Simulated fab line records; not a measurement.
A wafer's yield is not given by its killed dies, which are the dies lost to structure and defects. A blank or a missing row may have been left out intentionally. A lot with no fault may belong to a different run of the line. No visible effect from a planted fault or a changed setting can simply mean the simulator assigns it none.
fab line records	flow nandHarc
[record] lots = 6	wafers = 18	lastDay = 25
route steps=1159 shown A_CONTACT@890 END@1159
lots untouched by any fault: they come from a run of this same line in which no faults occurred
startH: hours from the record's opening day to when the first of the lot's shown wafers began	waitH: time in hours since the lot's previous step	" the same as in the row above	L1.1+2: one row covering several wafers at once	- no value, or no start given	* or withheld: withheld	< > ~ a bound
route shown NAME@n: NAME is a module with steps in the file, n the number in the route of the first one	usual: mean/standard deviation taken from wafers without a fault	same: alike in all rows	chamber/n: place in a boat	sites: the reading at each site	_std_site: standard deviation across them	_edge_site: outer sites' mean less inner sites'	radiusMm: how far each site lies from the wafer's centre	mask NAME#n: copy n	behind: the last tool/chamber to shape the wafer	hold: what put the lot on hold/how long, in hours/how the hold closed	device: names the non-switching transistor (n, p or np)	end of line: the same wafers' tests at the end of the route	where a step has no rows: the recipe by itself	killed: at the first sort, the dies lost to defects and structure; wafer yield is something else	map: shows each die of a wafer: x if killed, . if not, _ if none is there
set.NAME: the setting that was run; set.NAME@STEP: the one run at that earlier step	model.NAME: the simulator's own value behind a step, which no gauge read
lots at selected steps of the route; one table per step, one row per wafer
services: from which hour (startH, from the record's first day; less than 0 if before it) a tool's chamber was out of use, for how many hours, and why
[[steps]]
[step NHARC_A_CONTACT_COAT_63]
[recipe] spinRpm = 1500	resistThkNm = 90
[step NHARC_A_CONTACT_SOFTBAKE_64]
[recipe] tempC = 105	timeS = 55
[step NHARC_A_CONTACT_EBR_65]
[step NHARC_A_CONTACT_EXPOSE_66]
[recipe] na = 1.35	sigmaOuter = 0.8	doseMj = 59.02	maskId = A_CC_2
[step NHARC_A_CONTACT_PEB_67]
[recipe] pebTempC = 100	pebTimeS = 65
[step NHARC_A_CONTACT_DEVELOP_68]
[recipe] developTimeS = 35	devTempC = 23
[step NHARC_A_CONTACT_CD_MEAS_69]
[recipe] targetCdNm = 200	landingEnergyEv = 500
[usual] cdNm = 200.3/0.69
[same] landingEnergyEv = 500
lot.wafer	tool	chamber	startH	waitH	cdNm
L464.1	cdSem-03	0	379.69	-	200.5
L464.3	"	0	"	"	200.1
L464.5	"	0	"	"	200.8
L467.1	cdSem-02	0	402.34	-	200.1
L467.2	"	0	"	"	198.5
L467.4	"	0	"	"	199.1
L475.3	cdSem-02	0	440.69	-	199.0
L475.5	"	0	"	"	199.2
L475.6	"	0	"	"	199.4
L473.1	cdSem-01	0	442.69	-	200.6
L473.4	"	0	"	"	201.1
L473.6	"	0	"	"	200.4
L479.2	cdSem-01	0	469.48	-	200.0
L479.3	"	0	"	"	201.3
L479.6	"	0	"	"	201.2
L486.1	cdSem-01	0	522.24	-	199.5
L486.2	"	0	"	"	200.1
L486.4	"	0	"	"	200.5
[step NHARC_A_CONTACT_OVL_MEAS_70]
[usual] overlayXNm = -0.2/0.7	overlayYNm = 0.1/0.75
lot.wafer	tool	chamber	startH	waitH	overlayXNm	overlayYNm
L464.1	overlay-01	-	379.77	-	0.2	0.7
L464.3	"	-	"	"	0.3	0.2
L464.5	"	-	"	"	0.0	0.9
L467.1	overlay-02	-	402.43	-	0.9	1.5
L467.2	"	-	"	"	0.6	1.5
L467.4	"	-	"	"	0.9	1.1
L475.3	overlay-01	-	440.77	-	-1.1	-0.7
L475.5	"	-	"	"	-0.7	-1.1
L475.6	"	-	"	"	-0.4	-0.2
L473.1	overlay-02	-	442.78	-	0.2	0.4
L473.4	"	-	"	"	-0.1	0.2
L473.6	"	-	"	"	-0.1	-0.8
L479.2	overlay-01	-	469.57	-	-0.4	0.8
L479.3	"	-	"	"	-0.6	0.7
L479.6	"	-	"	"	-0.4	0.5
L486.1	overlay-01	-	522.33	-	1.7	-0.4
L486.2	"	-	"	"	1.5	-0.4
L486.4	"	-	"	"	1.9	-0.5
[step NHARC_A_CONTACT_INSPECT_71]
[usual] rawDefectCount = 30/15
lot.wafer	tool	chamber	startH	waitH	rawDefectCount
L464.1	defectInspect-02	-	379.81	0.0	16
L464.3	"	-	"	"	15
L464.5	"	-	"	"	15
L467.1	defectInspect-01	-	402.47	0.0	32
L467.2	"	-	"	"	26
L467.4	"	-	"	"	32
L475.3	defectInspect-02	-	440.81	0.0	43
L475.5	"	-	"	"	42
L475.6	"	-	"	"	45
L473.1	defectInspect-01	-	442.81	0.0	42
L473.4	"	-	"	"	36
L473.6	"	-	"	"	39
L479.2	defectInspect-01	-	469.60	0.0	60
L479.3	"	-	"	"	53
L479.6	"	-	"	"	53
L486.1	defectInspect-02	-	522.37	0.0	12
L486.2	"	-	"	"	7
L486.4	"	-	"	"	15
[step NHARC_A_CONTACT_DESCUM_74]
[recipe] timeS = 3	o2FlowSccm = 200	arFlowSccm = 0	biasPowerW = 0	chemistry = O2
[usual] drypumpMotorCurrentA = 5.7/0.46	oesProductAu = 0.998/0.014	rfVppV = 57.6/0.88	showerheadPlenumPTorr = 1.87/0.093	throttleValvePct = 11.311/0.0086
[same] timeS = 3
lot.wafer	tool	chamber	startH	waitH	drypumpMotorCurrentA	oesProductAu	rfHoursCounterH	rfVppV	showerheadPlenumPTorr	throttleValvePct
L464.3	rieDiel-08	0	379.90	0.1	5.4	0.977	22	56.9	1.82	11.312
L464.1	"	1	"	"	6.0	1.012	26	56.3	1.79	11.309
L464.5	"	3	"	"	5.3	1.015	-	57.1	1.77	11.326
L467.2	rieDiel-03	3	402.53	0.1	6.5	1.002	0	58.1	1.82	11.309
L467.4	"	0	"	"	5.8	0.999	0	58.1	1.86	11.319
L467.1	"	1	"	"	5.4	0.990	0	59.9	2.04	11.307
L475.3	rieDiel-03	3	440.87	0.1	6.5	1.009	7	56.5	1.82	11.311
L475.5	"	3	"	"	6.5	0.993	-	57.9	1.82	11.307
L475.6	"	0	"	"	5.9	0.994	-	57.7	1.86	11.322
L473.4	rieDiel-03	1	442.87	0.1	5.4	1.007	7	56.3	2.04	11.308
L473.1	"	0	"	"	5.9	0.989	7	57.6	1.86	11.322
L473.6	"	2	"	"	5.8	0.995	-	58.3	1.92	11.310
L479.3	rieDiel-08	1	469.67	0.1	6.0	0.996	64	56.8	1.77	11.300
L479.2	"	3	"	"	5.3	1.027	62	57.1	1.76	11.318
L479.6	"	0	"	"	5.4	0.977	-	57.6	1.81	11.298
L486.2	rieDiel-03	0	522.43	0.1	5.8	1.009	19	58.2	1.85	11.312
L486.4	"	1	"	"	5.4	1.020	23	58.5	2.03	11.319
L486.1	"	2	"	"	5.8	1.011	23	57.4	1.91	11.313
[step NHARC_A_CONTACT_ETCH_75]
[recipe] targetDepthA = 390	overEtchFrac = 0.3	timeS = 65	ionEnergyEv = 80	cf4FlowSccm = 150	arFlowSccm = 0	rfW = 300	biasW = 100	chemistry = CF4
[usual] drypumpMotorCurrentA = 5.7/0.48	oesProductAu = 0.996/0.014	rfVppV = 150.8/1.2	showerheadPlenumPTorr = 1.73/0.081	throttleValvePct = 13.285/0.0088
[same] overEtchFrac = 0.3	timeS = 65
lot.wafer	tool	chamber	startH	waitH	drypumpMotorCurrentA	oesProductAu	rfHoursCounterH	rfVppV	showerheadPlenumPTorr	throttleValvePct
L464.3	rieDiel-08	1	379.98	0.1	6.0	1.012	26	150.3	1.66	13.296
L464.1	"	2	"	"	5.0	0.983	26	148.6	1.68	13.276
L464.5	"	0	"	"	5.4	0.987	-	150.3	1.69	13.280
L467.1	rieDiel-03	3	402.69	0.1	6.5	1.011	0	150.1	1.69	13.270
L467.4	"	0	"	"	5.8	0.995	0	150.5	1.72	13.278
L467.2	"	2	"	"	5.8	0.998	0	153.2	1.78	13.289
L475.3	rieDiel-03	2	440.95	0.1	5.8	1.003	6	151.1	1.77	13.292
L475.6	"	2	"	"	5.8	0.999	-	150.5	1.77	13.280
L475.5	"	3	"	"	6.5	0.993	-	149.9	1.68	13.286
L473.4	rieDiel-03	0	443.02	0.1	5.9	0.986	7	149.9	1.72	13.287
L473.1	"	2	"	"	5.8	0.996	7	151.0	1.77	13.302
L473.6	"	3	"	"	6.5	0.995	-	149.7	1.68	13.294
L479.2	rieDiel-08	3	469.76	0.1	5.3	1.023	62	150.8	1.64	13.285
L479.3	"	0	"	"	5.4	0.983	59	148.8	1.68	13.262
L479.6	"	2	"	"	5.0	0.989	-	150.3	1.67	13.300
L486.2	rieDiel-03	0	522.52	0.1	5.8	1.003	19	150.8	1.72	13.285
L486.1	"	1	"	"	5.4	1.013	23	153.4	1.87	13.277
L486.4	"	2	"	"	5.8	1.009	23	151.2	1.77	13.283
[step NHARC_A_CONTACT_ETCH_76]
[recipe] targetDepthA = 2600	overEtchFrac = 0.3	timeS = 475.3	ionEnergyEv = 200	n2FlowSccm = 150	h2FlowSccm = 150	arFlowSccm = 0	rfW = 400	biasW = 150	chemistry = N2/H2
[usual] drypumpMotorCurrentA = 5.7/0.47	oesProductAu = 0.996/0.014	rfVppV = 429.4/3	showerheadPlenumPTorr = 2.00/0.11	throttleValvePct = 14.171/0.0099
[same] overEtchFrac = 0.3	timeS = 475.3
lot.wafer	tool	chamber	startH	waitH	drypumpMotorCurrentA	oesProductAu	rfHoursCounterH	rfVppV	showerheadPlenumPTorr	throttleValvePct
L464.3	rieDiel-08	2	-	-	5.0	0.977	26	426.5	1.92	14.185
L464.1	"	0	"	"	5.4	1.004	22	427.4	1.93	14.175
L464.5	"	3	"	"	5.3	1.020	-	425.6	1.88	14.177
L467.2	rieDiel-03	2	-	-	5.8	1.003	0	429.0	2.05	14.176
L467.1	"	3	"	"	6.5	1.003	0	428.5	1.93	14.169
L467.4	"	0	"	"	5.9	0.993	0	429.0	1.98	14.166
L475.3	rieDiel-03	2	-	-	5.8	0.990	6	431.0	2.05	14.176
L475.6	"	0	"	"	5.8	0.985	-	427.8	1.98	14.154
L475.5	"	1	"	"	5.4	0.996	-	433.3	2.18	14.152
L473.4	rieDiel-03	1	-	-	5.4	1.005	7	433.9	2.18	14.159
L473.1	"	3	"	"	6.5	1.007	7	428.4	1.93	14.171
L473.6	"	0	"	"	5.8	0.990	-	428.0	1.98	14.176
L479.2	rieDiel-08	1	-	-	6.0	1.018	64	427.3	1.89	14.169
L479.3	"	2	"	"	5.0	0.991	56	427.3	1.91	14.178
L479.6	"	0	"	"	5.4	0.977	-	426.5	1.92	14.163
L486.2	rieDiel-03	0	-	-	5.9	1.005	19	427.5	1.97	14.168
L486.4	"	2	"	"	5.8	1.000	23	431.5	2.04	14.160
L486.1	"	3	"	"	6.5	0.996	24	426.6	1.93	14.169
[step NHARC_A_CONTACT_ETCH_77]
[recipe] targetDepthA = 726	timeS = 36.3	cf4FlowSccm = 100	chf3FlowSccm = 30	arFlowSccm = 0	rfW = 500	biasW = 200	chemistry = CF4/CHF3
[usual] drypumpMotorCurrentA = 5.8/0.45	oesProductAu = 0.939/0.02	rfVppV = 369.4/2.5	showerheadPlenumPTorr = 1.54/0.074	throttleValvePct = 16.804/0.01
[same] timeS = 36.3
lot.wafer	tool	chamber	startH	waitH	drypumpMotorCurrentA	oesProductAu	rfHoursCounterH	rfVppV	showerheadPlenumPTorr	throttleValvePct
L464.3	rieDiel-08	0	380.41	-	5.4	0.971	22	368.3	1.50	16.811
L464.1	"	3	"	"	5.3	0.990	26	365.8	1.46	16.801
L464.5	"	0	"	"	5.4	0.977	-	367.2	1.50	16.798
L467.4	rieDiel-03	2	403.20	-	5.8	0.935	0	373.3	1.58	16.823
L467.2	"	3	"	"	6.5	0.939	0	368.2	1.50	16.793
L467.1	"	0	"	"	5.8	0.934	0	368.9	1.53	16.807
L475.3	rieDiel-03	2	441.42	-	5.8	0.935	6	370.7	1.58	16.800
L475.6	"	1	"	"	5.3	0.854	-	372.9	1.67	16.793
L475.5	"	2	"	"	5.8	0.942	-	369.4	1.58	16.807
L473.4	rieDiel-03	2	443.45	-	5.8	0.845	7	370.4	1.58	16.786
L473.1	"	0	"	"	5.8	0.947	7	369.7	1.53	16.808
L473.6	"	1	"	"	5.4	0.851	-	374.7	1.67	16.794
L479.3	rieDiel-08	0	471.47	-	5.4	0.911	60	367.7	1.49	16.792
L479.2	"	1	"	"	6.0	0.941	66	367.9	1.46	16.811
L479.6	"	0	"	"	5.4	0.918	-	367.1	1.49	16.791
L486.1	rieDiel-03	3	522.95	-	6.5	0.966	24	368.2	1.49	16.812
L486.2	"	0	"	"	5.9	0.957	19	367.9	1.52	16.789
L486.4	"	1	"	"	5.4	0.977	24	374.2	1.67	16.808
[step NHARC_A_CONTACT_ETCH_78]
[recipe] targetDepthA = 28000	overEtchFrac = 0.3	timeS = 728	ionEnergyEv = 150	o2FlowSccm = 400	cosFlowSccm = 20	arFlowSccm = 0	rfW = 500	biasW = 300	chemistry = O2/COS
[usual] drypumpMotorCurrentA = 5.8/0.46	oesProductAu = 0.997/0.014	rfVppV = 313.2/2.3	showerheadPlenumPTorr = 3.06/0.14	throttleValvePct = 28.330/0.0097
[same] overEtchFrac = 0.3	timeS = 728
lot.wafer	tool	chamber	startH	waitH	drypumpMotorCurrentA	oesProductAu	rfHoursCounterH	rfVppV	showerheadPlenumPTorr	throttleValvePct
L464.3	rieDiel-08	3	-	-	5.3	1.025	26	309.3	2.90	28.338
L464.1	"	2	"	"	5.0	0.984	27	312.6	2.96	28.330
L464.5	"	0	"	"	5.4	0.993	-	311.2	2.97	28.324
L467.1	rieDiel-03	0	-	-	5.9	0.993	0	313.2	3.03	28.327
L467.2	"	2	"	"	5.8	1.002	1	314.1	3.14	28.330
L467.4	"	3	"	"	6.5	1.011	1	311.4	2.97	28.330
L475.3	rieDiel-03	3	-	-	6.5	0.992	7	310.8	2.97	28.342
L475.6	"	0	"	"	5.9	0.982	-	312.9	3.03	28.328
L475.5	"	1	"	"	5.4	0.995	-	316.7	3.32	28.332
L473.1	rieDiel-03	3	-	-	6.5	1.014	7	312.2	2.97	28.341
L473.6	"	2	"	"	5.8	1.003	-	315.2	3.13	28.344
L473.4	"	3	"	"	6.5	1.006	-	312.5	2.97	28.343
L479.2	rieDiel-08	1	-	-	6.0	1.008	66	311.2	2.91	28.337
L479.3	"	2	"	"	5.0	0.979	58	311.6	2.94	28.310
L479.6	"	1	"	"	6.0	1.006	-	311.5	2.91	28.337
L486.2	rieDiel-03	2	-	-	5.8	1.000	24	314.6	3.12	28.330
L486.4	"	0	"	"	5.9	0.995	19	313.1	3.03	28.328
L486.1	"	1	"	"	5.4	1.008	24	316.5	3.31	28.353
[step NHARC_END_SORT_01]
[recipe] tempC = 25
[usual] killedAtArray = 27/11	killedAtOther = 0.7/1.1	killedAtPeriphery = 3.6/2.4	killedDies = 32/11	killedOpen = 3.3/1.8	killedShort = 2.1/1.5
[same] grossDies = 677
lot.wafer	tool	chamber	startH	waitH	killedAtArray	killedAtOther	killedAtPeriphery	killedDies	killedOpen	killedShort
L479.2	prober-02	0	536.11	2.8	45	0	3	48	3	3
L479.3	prober-02	0	536.90	3.1	51	2	1	54	3	2
L479.6	prober-02	0	539.28	4.0	42	0	1	43	4	1
// killed by level:class
L479.2 A_CHANNEL_HOLE_D1:chamberFilmFlake=20 A_SLIT:chamberFilmFlake=13 A_CONTACT:chamberFilmFlake=3 A_STAIRCASE:chamberFilmFlake=2 P_M1:geometricParticle:short=1 A_CHANNEL_FILL_D1:geometricParticle:short=1 A_SLIT:geometricParticle:open=1 A_WL_FILL:geometricParticle:open=1
L479.3 A_CHANNEL_HOLE_D1:chamberFilmFlake=23 A_SLIT:chamberFilmFlake=22 THIN_TSV:chamberFilmFlake=2 P_M0:geometricParticle:open=1 A_CHANNEL_FILL_D1:geometricParticle:short=1 A_SGD_CUT:geometricParticle:open=1 A_WL_FILL:geometricParticle:short=1 A_M0:geometricParticle:open=1
L479.6 A_SLIT:chamberFilmFlake=18 A_CHANNEL_HOLE_D1:chamberFilmFlake=16 A_M1:geometricParticle:open=2 P_CONTACT:geometricParticle:short=1 A_CHANNEL_FILL_D1:geometricParticle:open=1 A_CONTACT:geometricParticle:open=1 A_CHANNEL_FILL_D1:chamberFilmFlake=1 A_STAIRCASE:chamberFilmFlake=1
[[services]]
tool	chamber	startH	hours	kind
rieDiel-03	0	371.31	-	clean
rieDiel-03	1	371.31	-	clean
rieDiel-03	2	371.31	-	clean
rieDiel-03	3	371.31	-	clean
rieDiel-03	-	392.31	9.0	pm
rieDiel-03	0	392.31	9.0	ventCycle
rieDiel-03	1	392.31	9.0	ventCycle
rieDiel-03	2	392.31	9.0	ventCycle
rieDiel-03	3	392.31	9.0	ventCycle
rieDiel-03	0	401.31	-	clean
rieDiel-03	1	401.31	-	clean
rieDiel-03	2	401.31	-	clean
rieDiel-03	2	401.31	-	consumableReplace:focusRing
rieDiel-03	3	401.31	-	clean
rieDiel-03	0	425.81	-	clean
rieDiel-03	1	425.81	-	clean
rieDiel-03	2	425.81	-	clean
rieDiel-03	3	425.81	-	clean
rieDiel-03	0	443.50	13.9	repair
rieDiel-03	1	450.51	-	clean
rieDiel-03	2	450.51	-	clean
rieDiel-03	3	450.51	-	clean
rieDiel-03	3	454.87	3.4	repair
rieDiel-08	-	478.98	9.0	pm
[[key]]
[firstSign] step = NHARC_A_CONTACT_ETCH_77	reading = oesProductAu	direction = down	sigmas = 4.4	usual = 0.939	struck = 0.850
effect none on later readings
metAt NHARC_A_CONTACT_ETCH_77
struckWafers L473.4,L473.6,L475.6
testerLeftOut L473,L475
onsetBetween 403.20 441.42
[fault] kind = processParameterDrift	tool = rieDiel-03	chamber = -	onsetH = 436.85	steps = NHARC_A_CONTACT_ETCH_77	channel = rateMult	offset = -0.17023	shape = step	endH = 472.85	scope = struckWafersOnly
// testerLeftOut: of these lots the tester's yield and bins aren't shown, on N5 and GAA mostly nor the transistor test; their killed dies are dies lost to structure and defects alone, not to doping, threshold or leakage, so they don't give the yield
